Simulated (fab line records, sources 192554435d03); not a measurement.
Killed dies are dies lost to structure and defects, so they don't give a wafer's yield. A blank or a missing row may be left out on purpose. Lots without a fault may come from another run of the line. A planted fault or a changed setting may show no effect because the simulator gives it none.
A struck lot beside a sound one | flow n5_finfet | 42 steps out of a route of 1938
Sound: wafers L251.1, L251.4, L251.6. Struck: wafers L268.1, L268.5, L268.6. The cause comes at the end.
At each step with rows: each side's tool, then ch and its chambers, then its first start. Under that, the readings that differ: sound wafers | struck wafers | difference of the means | sigmas: that difference in standard deviations of wafers without a fault.
alike: readings whose means differ by less than 2 such deviations, and words and numbers that are the same on both sides. not compared: withheld readings, readings that some wafer has no value for, bounds like >300 that may hide the same value, and numbers for which the record gives no deviation and whose values overlap.
The two part at a step that has a row with sigmas, a row that says differs or no value, or rows on one side only. Numbers that don't overlap but have no deviation are shown without sigmas and don't part them. A reading that every wafer of one side lacks parts them only if that side has two wafers or more.

first, 2 steps without rows for these wafers: N5_BEOL_M2_ETCH_41 (etches SiCN in CH3F/O2, target depth 29.9 nm, time 52.5 s); N5_BEOL_M2_STRIP_97 (strips in N2/H2, time 10 s).
N5_BEOL_M2_OCD_MEAS_38:
  sound on ocd-02, day 7 05:01; struck on ocd-02, day 11 12:48
  alike: trench_depth_nm
then, 4 steps without rows for these wafers: N5_BEOL_M2_HM_STRIP_39 (strips TiN in peroxide tin strip, target depth 25 nm, time 158 s); N5_BEOL_M2_SRD_40 (time 30 s); N5_BEOL_M2_PRECLEAN_42 (cleans in residue remover, time 60 s); N5_BEOL_M2_SRD_43 (time 30 s).
N5_BEOL_M2_CD_MEAS_35: target cd 18 nm, target cd y 22.2 nm.
  sound on cd_sem-02, day 7 05:10; struck on cd_sem-01, day 11 12:57
  alike: cd_nm
N5_BEOL_M2_DEGAS_44: time 60 s.
  sound on pvd_sputter-01, day 7 05:22; struck on pvd_sputter-03, day 11 13:11
  alike: heater_power_w
then, 3 steps without rows for these wafers: N5_BEOL_M2_PRE_CLEAN_45 (time 30 s); N5_BEOL_M2_ALD_84 (deposits TaN, pulse time 2 s, purge time 3 s, co reactant purge time 2 s); N5_BEOL_M2_SURFACE_TREAT_85.
N5_BEOL_M2_CVD_47: deposits Co from CCTBA/H2, target thk 3 nm, time 223.8 s.
  sound on cvd_co-01 ch 0,1, day 7 05:58; struck on cvd_co-01 ch 0,1, day 11 13:46
then, 9 steps without rows for these wafers: N5_BEOL_M2_SPUTTER_48 (material Cu, target thk 4.5 nm, time 8.29 s); N5_BEOL_M2_ANNEAL_49 (time 240 s); N5_BEOL_M2_SPUTTER_79 (material Cu, target thk 4.5 nm, time 8.29 s); N5_BEOL_M2_ANNEAL_80 (time 240 s); N5_BEOL_M2_SPUTTER_81 (material Cu, target thk 4.5 nm, time 8.29 s); N5_BEOL_M2_ANNEAL_82 (time 240 s); N5_BEOL_M2_SPUTTER_86 (material Cu, target thk 4.5 nm, time 8.29 s); N5_BEOL_M2_ANNEAL_87 (time 240 s); N5_BEOL_M2_SPUTTER_88 (material Cu, target thk 4.5 nm, time 8.29 s).
N5_BEOL_M2_ANNEAL_89: time 240 s.
  sound on pvd_sputter-01, day 7 07:10; struck on pvd_sputter-02, day 11 16:33
  alike: heater_power_w
then, 1 step without rows for these wafers: N5_BEOL_M2_SPUTTER_90 (material Cu, target thk 4.5 nm, time 8.29 s).
N5_BEOL_M2_ANNEAL_91: time 240 s.
  sound on pvd_sputter-01, day 7 07:23; struck on pvd_sputter-02, day 11 16:46
  alike: heater_power_w
then, 1 step without rows for these wafers: N5_BEOL_M2_SPUTTER_92 (material Cu, target thk 4.5 nm, time 8.29 s).
N5_BEOL_M2_ANNEAL_93: time 240 s.
  sound on pvd_sputter-01, day 7 07:36; struck on pvd_sputter-02, day 11 16:59
  alike: heater_power_w
then, 5 steps without rows for these wafers: N5_BEOL_M2_SPUTTER_94 (material Cu, target thk 4.5 nm, time 8.29 s); N5_BEOL_M2_ANNEAL_95 (time 240 s); N5_BEOL_M2_SPUTTER_96 (material Cu, target thk 4.5 nm, time 8.29 s); N5_BEOL_M2_ECD_50 (material Cu, target thk 300 nm); N5_BEOL_M2_ANNEAL_51 (time 90 s).
N5_BEOL_M2_CMP_52: polishes, stops on SiOC, t overpolish 6.8 s, target thk 40 nm.
  sound on cmp-02 ch 0,1,3, day 7 08:29; struck on cmp-01 ch 2,3, day 11 17:51
  alike: barrier_field_endpoint_s, motor_current_A, overpolish_run_s, time_to_endpoint_s
N5_BEOL_M2_THK_MEAS_53: measures by xrf.
  sound on film_metro-01, day 7 08:45; struck on film_metro-01, day 11 18:08
  alike: M2_THK
then, 4 steps without rows for these wafers: N5_BEOL_M2_PRE_CLEAN_60 (time 15 s); N5_BEOL_M2_CO_CAP_55 (material Co, precursor CCTBA/H2, target thk 2 nm, time 102.1 s); N5_BEOL_M2_PRE_CLEAN_56 (time 15 s); N5_BEOL_M2_DEP_57 (deposits SiCN from 3MS/NH3, target thk 8 nm, time 14 s).
N5_BEOL_M2_RS_MEAS_58: measures by four-point-probe.
  sound on film_metro-01, day 7 09:01; struck on film_metro-01, day 11 18:24
  alike: M2_RS
then, 1 step without rows for these wafers: N5_BEOL_M3_ILD_DEP_00 (deposits SiOC from DEMS/O2, target thk 79 nm, time 15.3 s).
N5_BEOL_M3_THK_MEAS_01:
  sound on film_metro-01, day 7 09:08; struck on film_metro-02, day 11 18:32
  alike: M3_ILD_THK
-- the record jumps here: 6 days lie between the struck wafers' starts before and after (it left off in module BEOL_M3 and takes up again in module PASSIVATION, whose first step shown is number 1936 of the route) --
N5_PASSIVATION_PROBE_49:
  sound on prober-02, day 13 02:13; struck on prober-01, day 17 16:21
  reading                  | sound          | struck         | difference | sigmas
  defect_limited_yield (%) | 90.0 90.3 90.8 | 86.7 83.2 86.3 | -5.0       | -3
  killed_at_M0_to_M3       | 41 41 38       | 77 104 75      | +45        | +5
  killed_dies              | 118 114 108    | 157 198 162    | +59        | +3
  killed_on_rim            | 16 9 15        | 22 38 30       | +17        | +4
  sort_bin_5_function (%)  | 6.4 5.3 5.0    | 8.2 10.4 8.0   | +3.3       | +3
  sort_bin_8_speed (%)     | 0 0 0          | 0 0 0.17       | +0         | +2
  sort_n_pass              | 1062 1066 1072 | 1023 982 1016  | -60        | -3
  sort_yield_pct (%)       | 90.0 90.3 90.8 | 86.7 83.2 86.1 | -5.0       | -3
  alike: killed_at_M4_up, killed_at_contacts, killed_at_front_end, killed_at_other, killed_open, killed_short, sort_bin_6_memory

WHERE THEY PART
Only at N5_PASSIVATION_PROBE_49, within this record.

WHY: what the simulator had put in
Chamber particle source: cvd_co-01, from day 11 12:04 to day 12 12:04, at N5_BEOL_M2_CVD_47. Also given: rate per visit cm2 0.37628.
